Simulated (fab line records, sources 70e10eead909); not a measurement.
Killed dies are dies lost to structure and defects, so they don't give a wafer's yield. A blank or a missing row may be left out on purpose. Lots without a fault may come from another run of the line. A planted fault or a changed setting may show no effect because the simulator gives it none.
Chamber matching | flow nand_harc | NHARC_A_SGD_CUT_CMP_21 on cmp-04: 4 sister chambers
The step polishes, target thk 148.19 nm. 7 wafers are shown with their chamber, then 8 later ones without.

WAFERS WITH THEIR CHAMBER
wafer  | chamber | motor_current_A (A) | edge_zone_pressure_frac
L077.6 | 0       | 11.5                | 1.004
L081.1 | 1       | 14.2                | 1.003
L081.6 | 3       | 11.0                | 0.992
L085.1 | 2       | 12.3                | 1.000
L085.5 | 2       | 12.9                | 1.002
L085.6 | 3       | 11.2                | 0.995
L088.1 | 1       | 13.9                | 1.002

WAFERS WITHOUT THEIR CHAMBER
wafer  | motor_current_A (A) | edge_zone_pressure_frac
L088.4 | 11.9                | 0.994
L088.5 | 15.2                | 1.004
L093.2 | 11.4                | 0.996
L093.3 | 11.1                | 0.997
L093.6 | 13.2                | 1.007
L097.1 | 13.2                | 1.001
L097.4 | 14.6                | 1.003
L097.6 | 12.6                | 1.004

WHICH CHAMBER EACH WENT THROUGH
wafer  | from the rows above     | in truth
L088.4 | 3                       | 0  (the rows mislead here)
L088.5 | 1                       | 1
L093.2 | 3                       | 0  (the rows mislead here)
L093.3 | 3                       | 3
L093.6 | can't be placed: 1 or 2 | 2
L097.1 | can't be placed: 2 or 1 | 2
L097.4 | 1                       | 1
L097.6 | can't be placed: 2 or 0 | 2
Placed correctly: 3 of 8. Can't be placed from these rows: 3 (the true chamber is among the candidates in 3). Placed wrongly: 2.
How it was worked out, from the rows above alone: a wafer's distance from a chamber is the root of the sum, over the readings, of the square of ((its reading less the chamber's mean) divided by the reading's scatter). The wafer belongs to the nearest chamber; if the next one is less than 2 further off, it can't be placed. A chamber's mean is the mean of its shown wafers. The scatter: the root of (the sum of the squares of (reading less its chamber's mean) over the shown wafers, divided by (wafers less chambers)).
